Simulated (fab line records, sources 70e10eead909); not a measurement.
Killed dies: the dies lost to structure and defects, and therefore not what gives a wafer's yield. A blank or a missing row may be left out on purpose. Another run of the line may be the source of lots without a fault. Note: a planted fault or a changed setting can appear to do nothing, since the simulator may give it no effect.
fab line records	flow nand-harc
record lots=12	wafers=36	last-day=34
route steps=1302 shown A_CHANNEL_HOLE_D2@592 A_CHANNEL_FILL_D2@612
lots that met no fault: from a run of the same line without faults
start-h: hours from the record's opening day to when the first of the lot's shown wafers began	wait-h: hours elapsed since this lot's preceding step	" same as the row above	L1.1+2: a row that stands for several wafers	- either no value or no given start	* or withheld: withheld	< > ~ a bound
route shown NAME@n: a module of which the file shows steps, and the number in the route of the first	usual: mean/standard deviation of fault-free wafers	same: alike in all rows	chamber/n: place in a boat	sites: the reading at each site	_std_site: the standard deviation of these	_edge_site: inner sites' mean taken away from outer sites' mean	radius-mm: how far each site lies from the wafer's centre	mask NAME#n: copy n	behind: the tool/chamber that last shaped the wafer	hold: why the lot was held/for how many hours/how that ended	device: whichever transistor did not switch (one of n, p or np)	end of line: the same wafers' tests at the end of the route	step lacking rows: just its recipe	killed: dies that structure and defects cost at the first sort, which is not the same as the wafer's yield	map: shows each die of a wafer: x if killed, . if not, _ if none is there
set.NAME: the setting as run; set.NAME@STEP: as run at that earlier step	model.NAME: the simulator's own value behind a step, which no gauge read
the route's steps for a sample of lots (tables are steps, rows are wafers)
services: from which hour (start-h, from the record's first day; less than 0 if before it) a tool's chamber was out of use, for how many hours, and why
## steps
# step NHARC_A_CHANNEL_HOLE_D2_ETCH_20
# recipe bias-v=3000	source-w=withheld	pressure-mtorr=20	time-s=361.9	ar-flow-sccm=375	c4f8-flow-sccm=89.3	o2-flow-sccm=35.7	temp-c=-20	target-depth-a=16000	chemistry=C4F8/O2/Ar
# usual drypump-motor-current-A=5.8/0.82	showerhead-plenum-p-Torr=3.60/0.14	throttle-valve-pct=32.155/0.01
lot.wafer	tool	chamber	start-h	wait-h	drypump-motor-current-A	rf-hours-counter-h	showerhead-plenum-p-Torr	throttle-valve-pct
L720.1	har-etch-02	1	302.00	0.1	5.0	363	3.63	32.173
L720.6	"	1	"	"	5.0	-	3.63	32.168
L720.5	"	0	"	"	6.5	-	3.68	32.156
L724.1	har-etch-02	0	329.62	0.1	6.5	375	3.68	32.164
L724.3	"	0	"	"	6.5	-	3.68	32.171
L724.5	"	1	"	"	5.0	-	3.62	32.145
L723.1	har-etch-01	1	330.60	0.1	5.0	168	3.48	32.144
L723.3	"	0	"	"	6.7	-	3.56	32.190
L723.6	"	1	"	"	5.0	-	3.48	32.145
L728.2	har-etch-01	1	372.72	0.1	5.0	194	3.47	32.168
L728.1	"	0	"	"	6.7	194	3.54	32.156
L728.4	"	1	"	"	5.0	-	3.47	32.151
L727.2	har-etch-02	0	373.03	0.1	6.5	405	3.66	32.155
L727.4	"	1	"	"	5.0	-	3.61	32.173
L727.5	"	1	"	"	5.0	-	3.61	32.156
L729.2	har-etch-02	0	397.64	0.1	6.5	0	3.66	32.153
L729.5	"	1	"	"	5.0	-	3.93	32.152
L729.6	"	0	"	"	6.5	-	3.66	32.162
L730.3	har-etch-01	0	398.20	0.2	6.8	-	3.53	32.153
L730.6	"	0	"	"	6.7	-	3.53	32.155
L730.5	"	1	"	"	5.0	-	3.46	32.157
L732.1	har-etch-01	0	419.10	0.1	6.7	225	3.53	32.155
L732.6	"	0	"	"	6.7	-	3.52	32.137
L732.5	"	1	"	"	5.0	-	3.45	32.156
L738.2	har-etch-01	1	492.80	0.1	5.0	267	3.43	32.140
L738.5	"	1	"	"	5.0	-	3.43	32.168
L738.6	"	0	"	"	6.7	-	3.50	32.160
L740.1	har-etch-02	1	492.99	0.1	5.0	57	3.90	32.149
L740.3	"	0	"	"	6.5	-	3.63	32.148
L740.6	"	0	"	"	6.5	-	3.63	32.159
L739.2	har-etch-01	0	496.95	0.1	6.8	271	3.50	32.148
L739.4	"	0	"	"	6.8	-	3.50	32.158
L739.5	"	1	"	"	5.0	-	3.43	32.145
L742.2	har-etch-01	0	528.62	0.1	6.7	286	3.49	32.155
L742.1	"	1	"	"	5.0	286	3.42	32.155
L742.3	"	1	"	"	5.0	-	3.42	32.148
# step NHARC_A_CHANNEL_FILL_D2_ALD_02
# recipe target-thk-a=60	pulse-time-s=10	ald-cycles=60	temp-c=300	material=SiO2
# usual heater-power-w=462/52	precursor-pulse-height-rel=1.000/0.019	susceptor-temp-C=300.01/0.18
lot.wafer	tool	chamber	start-h	wait-h	heater-power-w	precursor-pulse-height-rel	since-wet-clean-h	susceptor-temp-C
L720.1	ald-hk-02	3	308.22	-	440	0.981	128	300.20
L720.6	"	3	"	"	438	1.012	-	300.36
L720.5	"	0	"	"	395	0.996	-	299.67
L724.3	ald-hk-01	2	335.60	-	500	1.002	28	300.18
L724.1	"	3	"	"	505	0.977	28	299.85
L724.5	"	1	"	"	413	0.991	-	299.94
L723.3	ald-hk-02	2	336.39	-	572	0.994	157	300.15
L723.1	"	3	"	"	430	0.990	157	299.87
L723.6	"	1	"	"	399	1.008	-	299.69
L728.2	ald-hk-02	0	379.15	0.7	407	0.970	21	299.94
L728.4	"	1	"	"	435	0.988	21	300.25
L728.1	"	2	"	"	556	0.989	21	300.15
L727.2	ald-hk-02	3	379.65	-	420	1.012	21	300.15
L727.4	"	1	"	"	433	0.954	22	299.81
L727.5	"	3	"	"	424	0.982	-	300.29
L729.2	ald-hk-02	0	403.68	-	419	1.013	45	300.00
L729.5	"	2	"	"	560	0.983	-	300.08
L729.6	"	3	"	"	422	0.982	-	299.85
L730.3	ald-hk-04	2	404.04	-	476	0.995	133	299.97
L730.5	"	0	"	"	492	1.005	-	300.08
L730.6	"	1	"	"	466	1.003	-	299.89
L732.1	ald-hk-01	2	425.13	-	504	0.972	117	300.39
L732.6	"	3	"	"	515	1.026	-	300.07
L732.5	"	0	"	"	428	0.971	-	299.92
L738.2	ald-hk-04	1	500.34	-	452	1.003	51	299.49
L738.6	"	1	"	"	454	0.992	-	299.68
L738.5	"	2	"	"	486	1.007	-	300.03
L740.1	ald-hk-04	2	500.77	-	483	1.006	51	299.74
L740.3	"	3	"	"	438	1.011	51	299.98
L740.6	"	3	"	"	435	0.994	-	300.12
L739.4	ald-hk-02	3	502.74	-	417	0.935	144	300.00
L739.2	"	2	"	"	550	1.000	145	300.12
L739.5	"	0	"	"	417	0.999	-	300.09
L742.1	ald-hk-01	0	534.43	-	416	1.017	49	299.98
L742.2	"	1	"	"	403	1.024	49	300.19
L742.3	"	3	"	"	523	1.038	49	299.83
# step NHARC_A_CHANNEL_FILL_D2_ALD_15
# recipe target-thk-a=20	pulse-time-s=60	ald-cycles=19	temp-c=630	pressure-torr=2	material=SiNx
# usual precursor-pulse-height-rel=1.002/0.022	susceptor-temp-C=630.08/0.28
lot.wafer	tool	chamber	start-h	wait-h	precursor-pulse-height-rel	susceptor-temp-C
L720.1	ald-sin-batch-01	0	318.34	-	0.974	630.23
L720.5	"	0	"	"	0.956	630.53
L720.6	"	0	"	"	0.968	630.55
L723.1	ald-sin-batch-02	0	345.66	-	0.967	-
L723.3	"	0	"	"	0.978	-
L723.6	"	0	"	"	1.016	-
L724.1	ald-sin-batch-02	0	345.66	-	1.019	-
L724.3	"	0	"	"	1.024	-
L724.5	"	0	"	"	1.018	-
L727.2	ald-sin-batch-01	0	389.26	-	1.016	-
L727.4	"	0	"	"	1.024	-
L727.5	"	0	"	"	1.019	-
L728.1	ald-sin-batch-01	0	389.26	-	0.991	-
L728.2	"	0	"	"	0.995	-
L728.4	"	0	"	"	1.020	-
L729.2	ald-sin-batch-01	0	413.94	-	0.994	607.53
L729.5	"	0	"	"	1.021	607.55
L729.6	"	0	"	"	1.000	607.37
L730.3	ald-sin-batch-01	0	413.94	2.8	1.024	607.46
L730.5	"	0	"	"	1.024	607.38
L730.6	"	0	"	"	0.995	607.17
L732.1	ald-sin-batch-02	0	434.92	-	0.977	630.56
L732.5	"	0	"	"	1.040	630.33
L732.6	"	0	"	"	1.014	630.45
L738.2	ald-sin-batch-03	0	510.49	-	0.991	-
L738.5	"	0	"	"	0.978	-
L738.6	"	0	"	"	0.965	-
L739.2	ald-sin-batch-03	0	510.49	-	1.001	-
L739.4	"	0	"	"	1.009	-
L739.5	"	0	"	"	0.987	-
L740.1	ald-sin-batch-03	0	510.49	-	1.020	-
L740.3	"	0	"	"	0.982	-
L740.6	"	0	"	"	1.023	-
L742.1	ald-sin-batch-01	0	544.59	-	0.992	-
L742.2	"	0	"	"	1.021	-
L742.3	"	0	"	"	0.985	-
# step NHARC_A_CHANNEL_FILL_D2_ETCHBACK_19
# recipe target-depth-a=50	time-s=1.7	hbr-flow-sccm=150	cl2-flow-sccm=50	rf-w=400	icp-w=400	bias-w=100	chemistry=HBr/Cl2
# usual drypump-motor-current-A=5.9/0.5	oes-product-au=0.996/0.011	throttle-valve-pct=26.406/0.0087
lot.wafer	tool	chamber	start-h	wait-h	drypump-motor-current-A	oes-product-au	rf-hours-counter-h	throttle-valve-pct
L720.1	rie-si-06	1	332.54	0.4	6.3	0.994	0.5	26.398
L720.6	"	2	"	"	5.7	1.002	-	26.409
L720.5	"	3	"	"	5.6	1.005	-	26.392
L724.1	rie-si-06	2	359.04	0.4	5.7	1.008	0.8	26.403
L724.3	"	3	"	"	5.6	1.008	0.7	26.406
L724.5	"	1	"	"	6.2	0.990	-	26.386
L723.1	rie-si-01	1	359.05	0.4	6.0	1.001	0.9	26.408
L723.3	"	2	"	"	6.2	1.018	1.0	26.407
L723.6	"	0	"	"	6.5	0.999	-	26.404
L728.1	rie-si-06	3	405.14	0.4	5.6	1.007	1.0	26.386
L728.2	"	1	"	"	6.2	0.990	0.9	26.418
L728.4	"	2	"	"	5.7	0.997	1.1	26.405
L727.2	rie-si-05	2	405.15	0.4	6.5	0.998	0.6	26.412
L727.4	"	0	"	"	4.9	0.987	0.6	26.414
L727.5	"	2	"	"	6.5	0.997	-	26.412
L729.2	rie-si-05	2	427.84	0.4	6.5	0.996	0.7	26.404
L729.6	"	1	"	"	6.2	0.980	-	26.417
L729.5	"	2	"	"	6.5	0.989	-	26.415
L730.3	rie-si-01	1	427.86	0.4	6.0	1.009	0.2	26.393
L730.6	"	2	"	"	6.2	0.999	-	26.401
L730.5	"	3	"	"	5.6	1.001	-	26.398
L732.1	rie-si-01	2	448.45	0.4	6.2	1.003	0.3	26.414
L732.5	"	3	"	"	5.7	0.996	-	26.408
L732.6	"	0	"	"	6.5	0.977	-	26.399
L739.2	rie-si-05	0	524.38	0.4	5.0	0.989	0.2	26.395
L739.4	"	2	"	"	6.5	0.982	0.1	26.405
L739.5	"	3	"	"	5.1	0.991	-	26.406
L740.3	rie-si-01	2	524.39	0.4	6.2	1.008	0.9	26.425
L740.1	"	3	"	"	5.7	0.998	0.9	26.414
L740.6	"	0	"	"	6.5	0.992	-	26.397
L738.2	rie-si-06	3	524.41	0.4	5.6	1.009	0.7	26.413
L738.5	"	0	"	"	5.6	0.989	-	26.401
L738.6	"	1	"	"	6.2	0.977	-	26.419
L742.1	rie-si-05	3	559.96	0.4	5.1	0.991	0.4	26.392
L742.2	"	1	"	"	6.2	0.987	0.4	26.410
L742.3	"	2	"	"	6.5	0.984	0.3	26.402
## services
tool	chamber	start-h	hours	kind
rie-si-06	1	293.59	8.9	repair
ald-hk-01	-	298.02	10.0	pm
rie-si-05	-	305.00	9.0	pm
rie-si-05	-	321.61	2.3	repair
rie-si-01	0	339.10	8.5	repair
har-etch-02	-	339.45	2.7	repair
ald-hk-02	-	348.38	10.0	pm
ald-hk-02	0	348.38	10.0	vent-cycle
ald-hk-02	1	348.38	10.0	vent-cycle
rie-si-01	-	370.00	9.0	pm
har-etch-02	-	377.04	17.0	pm
rie-si-06	2	409.74	2.1	repair
rie-si-06	-	426.00	9.0	pm
ald-hk-04	-	439.63	10.0	pm
ald-sin-batch-03	-	460.13	8.0	repair
ald-hk-01	-	476.02	10.0	pm
rie-si-05	-	482.00	9.0	pm
ald-sin-batch-01	-	507.32	26.0	pm
ald-hk-02	-	516.84	0.9	repair
ald-hk-02	-	526.38	10.0	pm
ald-hk-04	-	526.88	0.6	repair
rie-si-01	-	547.00	9.0	pm
rie-si-05	0	553.86	1.2	repair
ald-hk-04	-	558.19	0.6	repair
## key
first-sign step=NHARC_A_CHANNEL_FILL_D2_ALD_15	reading=susceptor-temp-C	direction=down	sigmas=82	usual=*	struck=*
effect none on later readings
met-at NHARC_A_CHANNEL_FILL_D2_ALD_15
struck-lots L729,L730
tester-left-out L729,L730
not-acting-at NHARC_A_CHANNEL_HOLE_D2_ETCH_20,NHARC_A_CHANNEL_FILL_D2_ALD_02,NHARC_A_CHANNEL_FILL_D2_ETCHBACK_19
onset-between 389.26 413.94
fault kind=process-parameter-drift	tool=ald-sin-batch-01	chamber=-	onset-h=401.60	steps=NHARC_A_CHANNEL_FILL_D1_ALD_03,NHARC_A_CHANNEL_FILL_D1_ALD_15,NHARC_A_CHANNEL_FILL_D2_ALD_03,NHARC_A_CHANNEL_FILL_D2_ALD_15	channel=temp-c	offset=*	shape=step	end-h=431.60	stated=*
# tester-left-out: of these lots the tester's yield and bins aren't shown, on N5 and GAA mostly nor the transistor test; their killed dies are dies lost to structure and defects alone, not to doping, threshold or leakage, so they don't give the yield
